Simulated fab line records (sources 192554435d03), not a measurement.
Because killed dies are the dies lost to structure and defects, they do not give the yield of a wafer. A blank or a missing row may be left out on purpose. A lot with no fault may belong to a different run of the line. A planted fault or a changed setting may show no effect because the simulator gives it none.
Matching of chambers    flow n5Finfet    N5_FIN_CUT_CUT_ETCH_15 on rieSi-05 has 4 sister chambers
The step etches Si in HBr/Cl2/O2, target depth 100 nm, bt time 10 s, time 42.4 s. 14 wafers are shown with their chamber, then 6 later ones without.

## EACH WAFER AND ITS CHAMBER
wafer   chamber  drypumpMotorCurrentA (A)  throttleValvePct (%)  oesProductAu (a.u.)
L746.1  2        5.0                       37.00                 1.040
L746.3  1        6.4                       37.26                 1.014
L746.6  1        6.4                       37.25                 1.004
L748.2  3        6.1                       37.24                 1.017
L748.3  2        4.9                       37.00                 1.024
L748.6  2        4.9                       37.02                 1.033
L755.1  0        5.6                       37.33                 0.998
L755.5  3        6.1                       37.26                 1.015
L755.6  0        5.6                       37.32                 0.990
L759.1  1        6.4                       37.27                 1.007
L759.2  2        4.9                       37.01                 1.028
L759.6  3        6.1                       37.25                 1.011
L766.2  3        6.1                       37.25                 1.015
L766.3  0        5.6                       37.33                 1.000

SIGNATURES (averages over the wafers above)
reading               chamber 0  chamber 1  chamber 2  chamber 3  scatter within a chamber
drypumpMotorCurrentA  5.600      6.400      4.925      6.100      0.0274
throttleValvePct      37.3267    37.2600    37.0075    37.2500    0.00861
oesProductAu          0.99600    1.00833    1.03125    1.01450    0.0052
Rule: a wafer lies at a distance from a chamber equal to the root of the sum of squares, over the readings, of (its reading less the chamber's mean, divided by the reading's scatter). If the next closest chamber is less than 2 further off than the closest, the wafer can't be placed; otherwise it belongs to the closest. The scatter: take each reading less its chamber's mean, square it, sum over the shown wafers, divide by the number of wafers less the number of chambers, and take the root.

## WAFERS WITHOUT THEIR CHAMBER
wafer   drypumpMotorCurrentA (A)  throttleValvePct (%)  oesProductAu (a.u.)
L766.5  5.5                       37.33                 0.994
L767.1  5.0                       36.99                 1.035
L767.5  6.4                       37.26                 1.001
L768.2  6.4                       37.25                 1.001
L768.3  6.1                       37.25                 1.008
L768.6  6.1                       37.26                 1.009

## THE CHAMBER EACH PASSED THROUGH
wafer   from the rows above  in truth
L766.5  0                    0
L767.1  2                    2
L767.5  1                    1
L768.2  1                    1
L768.3  3                    3
L768.6  3                    3
Correctly placed: 6 of 6. Left unplaced by these rows: 0. Wrongly placed: 0.
